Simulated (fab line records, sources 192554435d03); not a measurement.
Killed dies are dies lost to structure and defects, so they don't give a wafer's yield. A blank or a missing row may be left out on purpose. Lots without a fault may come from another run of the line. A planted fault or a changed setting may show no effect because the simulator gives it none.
Problem report in the 8D (eight disciplines) form, filled by code | flow n5_finfet | the parts of the form that need people (team, actions taken, sign-off) are left out

1. THE PROBLEM
M2_ILD_THK at N5_BEOL_M2_THK_MEAS_01 reads a mean of 143.5 nm on 4 wafers of 3 lots; wafers without a fault read 78.9 nm with a standard deviation of 0.95. That is +68 standard deviations from the usual mean.
First seen on wafer L200.3, day 9 20:38, on film_metro-01. The record holds 29 wafers of 10 lots with a number at this step. Rule for "out", or "out of limits": more than 4 standard deviations from the usual mean. The other wafers with a number count as sound.

2. WHAT IT IS AND WHAT IT IS NOT
question                    | is                             | is not
which readings at this step | M2_ILD_THK                     | -
which lots                  | L200, L202, L203               | L190, L191, L197, L204, L206, L208, L210
which wafers of those lots  | L200.3, L202.3, L202.6, L203.3 | L200.2, L200.4, L202.5, L203.4
read on which gauges        | film_metro-01, film_metro-02   | -
when                        | from day 9 20:38               | up to then (11 sound wafers); but 14 sound wafers of L202, L203, L204, L206, L208, L210 came after

3. SUSPECTS, AND WHAT RULES EACH OUT
Counting: a tool at a process step up to the reading stays a suspect if it ran every lot that is out. Sound lots after the first of them don't rule it out here, since some wafers of a struck lot are sound.
- the gauge at N5_BEOL_M2_THK_MEAS_01: ruled out. The wafers that are out were read on 2 gauges (film_metro-01, film_metro-02).
- pecvd-02 at N5_BEOL_M2_ILD_DEP_00 (deposits SiOC from DEMS/O2, target thk 79 nm, time 15.3 s): kept. It ran every lot that is out, first L200 (day 9 20:34); its last sound lot up to then is L197 (day 9 01:47).
Left after counting: pecvd-02 at N5_BEOL_M2_ILD_DEP_00.

4. THE CAUSE (what the simulator had put in)
Process parameter drift: pecvd-02, from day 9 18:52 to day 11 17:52, at N5_BEOL_M2_ILD_DEP_00. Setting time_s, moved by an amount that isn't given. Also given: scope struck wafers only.
Counting left only this tool.

5. THE CHAIN OF EFFECTS, in route order
Each row: a reading whose mean over the struck wafers that have a number lies more than 3 standard deviations from the usual. Only readings for which the record gives a usual standard deviation are gone through. hours: the time from each lot's start at the first step in this table that gives one to its start at this step, as a median over the lots. sigmas: the change in usual standard deviations.
hours | step                    | reading              | usual   | on struck wafers | change | sigmas
0     | N5_BEOL_M2_THK_MEAS_01  | M2_ILD_THK           | 78.9 nm | 143.5            | +64.6  | +68
168   | N5_PASSIVATION_PROBE_49 | defect_limited_yield | 91.4 %  | 0.0              | -91.4  | -76
168   | N5_PASSIVATION_PROBE_49 | killed_at_M0_to_M3   | 35      | 1113             | +1078  | +98
168   | N5_PASSIVATION_PROBE_49 | killed_dies          | 102     | 1180             | +1078  | +72
168   | N5_PASSIVATION_PROBE_49 | killed_on_rim        | 13      | 152              | +139   | +39
168   | N5_PASSIVATION_PROBE_49 | sort_bin_5_function  | 5.1 %   | 96.3             | +91.2  | +99 or more
168   | N5_PASSIVATION_PROBE_49 | sort_n_pass          | 1078    | 0                | -1078  | -72
168   | N5_PASSIVATION_PROBE_49 | sort_yield_pct       | 91.4 %  | 0.0              | -91.4  | -76
The process steps in it:
- N5_PASSIVATION_PROBE_49

6. WHAT WOULD HAVE CAUGHT IT SOONER
In this record the first reading out of limits at a measuring or inspecting step was taken at day 9 20:38, 2 hours after the fault began at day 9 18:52.
Of the tool readings at N5_BEOL_M2_ILD_DEP_00 for which the record gives a usual standard deviation, none was out on any struck wafer, so an alarm limit of 4 standard deviations on them would not have fired.
Of the lots that are out (3), L202, L203 began N5_BEOL_M2_ILD_DEP_00 on pecvd-02 after day 9 20:38. A hold on the tool at that time would have spared those 2.
